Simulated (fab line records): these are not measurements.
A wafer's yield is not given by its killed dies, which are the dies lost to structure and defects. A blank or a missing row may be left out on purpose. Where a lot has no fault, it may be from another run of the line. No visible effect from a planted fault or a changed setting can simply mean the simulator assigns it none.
A struck lot beside a sound one    flow nandHarc    14 out of 1302 route steps
Sound: the wafers L882.2, L882.4, L882.6. The struck wafers were L893.1, L893.3, L893.4. The cause is given at the end.
Per side, at each step with rows, come the tool, then ch with its chambers, and then its first start. Under that, the readings that differ: sound wafers    struck wafers    difference of the means    sigmas: that difference in standard deviations of wafers without a fault.
alike: readings whose means differ by less than 2 such deviations, and words and numbers that are the same on both sides. not compared: withheld readings, readings that some wafer has no value for, bounds like >300 that may hide the same value, and numbers for which the record gives no deviation and whose values overlap.
Wherever a step has rows on one side only, a row that says differs or no value, or a row with sigmas, the two part there. Numbers that have no deviation but don't overlap get no sigmas and don't part them. A reading that every wafer of one side lacks parts them only if that side has two wafers or more.

NHARC_P_STI_ETCH_42: etches the open film in N2/H2, target depth 80 nm, overetch 24 nm, time 61 s.
  sound on rieDiel-03 ch 0,2, day 4 14:34; struck on rieDiel-03 ch 1,2, day 9 01:48
  alike: chamberPressureMTorr, drypumpMotorCurrentA, oesProductAu, rfVppV, showerheadPlenumPTorr, throttleValvePct
  not compared: rfHoursCounterH
NHARC_P_STI_ETCH_31: etches the open film in CF4/CHF3, target depth 108.9 nm, time 54.5 s.
  sound: rieDiel-03 ch 0,1; struck: rieDiel-03 ch 1,2,3
  alike: chamberPressureMTorr, drypumpMotorCurrentA, oesProductAu, rfVppV, showerheadPlenumPTorr, throttleValvePct
  not compared: rfHoursCounterH
NHARC_P_STI_ETCH_15: etches the open film in HBr/Cl2, target depth 300 nm, time 100.1 s.
  sound on rieSi-01 ch 0,2, day 4 14:46; struck on rieSi-05 ch 0,1,3, day 9 02:01
  alike: chamberPressureMTorr, drypumpMotorCurrentA, oesProductAu, throttleValvePct
  not compared: rfHoursCounterH
NHARC_P_STI_CD_MEAS_16:
  struck on cdSem-02, day 9 02:10; sound on cdSem-01, day 4 14:55
  alike: cdNm
NHARC_P_STI_OCD_MEAS_17:
  struck on ocd-02, day 9 02:16; sound on ocd-01, day 4 15:00
  alike: trenchDepthNm, trenchFootCdNm
then, 3 steps without rows for these wafers: NHARC_P_STI_STRIP_19 (strips in SPM, time 900 s); NHARC_P_STI_PRECLEAN_32 (cleans in SC1); NHARC_P_STI_SRD_23.
NHARC_P_STI_OCD_MEAS_43:
  struck on ocd-01, day 9 02:47; sound on ocd-02, day 4 15:31
  alike: trenchDepthNm, trenchFootCdNm
then, 3 steps without rows for these wafers: NHARC_P_STI_OXIDE_33 (material SiO2, target thk 10 nm, ox time 281 s); NHARC_P_STI_HDPCVD_20 (deposits SiO2); NHARC_P_STI_ANNEAL_34 (time 1800 s).
NHARC_P_STI_CMP_21: polishes, t overpolish 20 s, target thk 380.67 nm.
  sound on cmp-02 ch 0,1,2, day 5 12:57; struck on cmp-03 ch 0,1,2, day 9 19:18
reading             sound                 struck                difference  sigmas
overpolishRunS (s)  19.995 20.011 20.005  113.08 113.09 113.09  +93.08      +99 or more
tOverpolishS (s)    20 20 20              113.1 113.1 113.1     +93.1       
  alike: motorCurrentA, retainingRingPressureFrac
then, 1 step without rows for these wafers: NHARC_END_SORT_01.

WHERE THEY PART
Only at NHARC_P_STI_CMP_21, as far as this record shows.

WHY: what had been put in by the simulator
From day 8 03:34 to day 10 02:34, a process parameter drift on cmp-03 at NHARC_P_STI_CMP_21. The setting tOverpolishS was moved by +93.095, starting from 20. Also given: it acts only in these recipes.
